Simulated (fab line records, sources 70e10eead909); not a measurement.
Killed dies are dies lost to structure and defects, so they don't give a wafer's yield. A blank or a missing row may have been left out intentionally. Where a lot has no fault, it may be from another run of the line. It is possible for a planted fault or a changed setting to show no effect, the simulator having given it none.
A lot that was struck, set against a sound lot ; flow nand_harc ; 13 steps out of a route of 1302
Sound: the wafers L731.2, L731.5, L731.6. Struck: wafer L748.5. (L748.2, L748.6 of the same lot were not struck and are left out.) The cause comes at the end.
For every step that has rows: the tool of each side, followed by ch and its chambers, followed by its first start. Under that, the readings that differ: sound wafers ; struck wafers ; difference of the means ; sigmas: that difference in standard deviations of wafers without a fault.
alike: readings whose means differ by less than 2 such deviations, and words and numbers that are the same on both sides. not compared: withheld readings, readings that some wafer has no value for, bounds like >300 that may hide the same value, and numbers for which the record gives no deviation and whose values overlap.
The two part at a step that has a row with sigmas, a row that says differs or no value, or rows on one side only. Numbers that don't overlap but have no deviation are shown without sigmas and don't part them. A reading that every wafer of one side lacks parts them only if that side has two wafers or more.

NHARC_A_M1_INSPECT_27:
  sound: defect_inspect-01 at day 24 18:59; struck: defect_inspect-01 at day 32 08:26
  alike: raw_defect_count
NHARC_A_M1_PRE_CLEAN_32: time 12 s.
  sound on pecvd-01 ch 0,1, day 24 19:04; struck on pecvd-03 ch 2, day 32 08:30
reading;sound;struck;difference;sigmas
heater_power_w (W);625 637 633;430;-202;-3
  not compared: since_wet_clean_h
NHARC_A_M1_DEP_33: deposits SiCN, target thk 30 nm.
  sound on pecvd-01 ch 0,1, day 24 19:10; struck on pecvd-03 ch 2, day 32 08:35
  alike: heater_power_w
  not compared: since_wet_clean_h
NHARC_A_BONDPAD_DEP_00: deposits SiCN, target thk 250 nm.
  sound on pecvd-03 ch 1,2, day 24 19:41; struck on pecvd-02 ch 2, day 32 09:11
  alike: heater_power_w
  not compared: since_wet_clean_h
NHARC_A_BONDPAD_CMP_29: polishes SiCN, target thk 200 nm.
  sound on cmp-02 ch 0,1,2, day 24 20:10; struck on cmp-03 ch 1, day 32 09:35
  alike: motor_current_A
NHARC_A_BONDPAD_THK_MEAS_30: measures by ellipsometry.
  sound: film_metro-02 at day 24 20:20; struck: film_metro-02 at day 32 09:47
  alike: thk_nm
then, 5 steps without rows for these wafers: NHARC_A_BONDPAD_SRD_31; NHARC_A_BONDPAD_DEHYDRATE_01 (time 120 s); NHARC_A_BONDPAD_HMDS_02 (time 30 s); NHARC_A_BONDPAD_COAT_33 (time 65 s); NHARC_A_BONDPAD_COAT_03 (resist thk 600 nm).
NHARC_A_BONDPAD_SOFTBAKE_04: time 70 s.
  sound on litho_track-07 ch 0, day 24 20:00; struck on litho_track-05 ch 0, day 32 09:00
reading;sound;struck;difference;sigmas
heater_power_total_W (W);199.5 201.4 199.4;333.5;+133.4;+99 or more
next, for these wafers, 1 step has no rows: NHARC_A_BONDPAD_EBR_05.

## WHERE THEY PART
Earliest at NHARC_A_M1_PRE_CLEAN_32; latest, in this record, at NHARC_A_BONDPAD_SOFTBAKE_04.

WHY: what the simulator had put in
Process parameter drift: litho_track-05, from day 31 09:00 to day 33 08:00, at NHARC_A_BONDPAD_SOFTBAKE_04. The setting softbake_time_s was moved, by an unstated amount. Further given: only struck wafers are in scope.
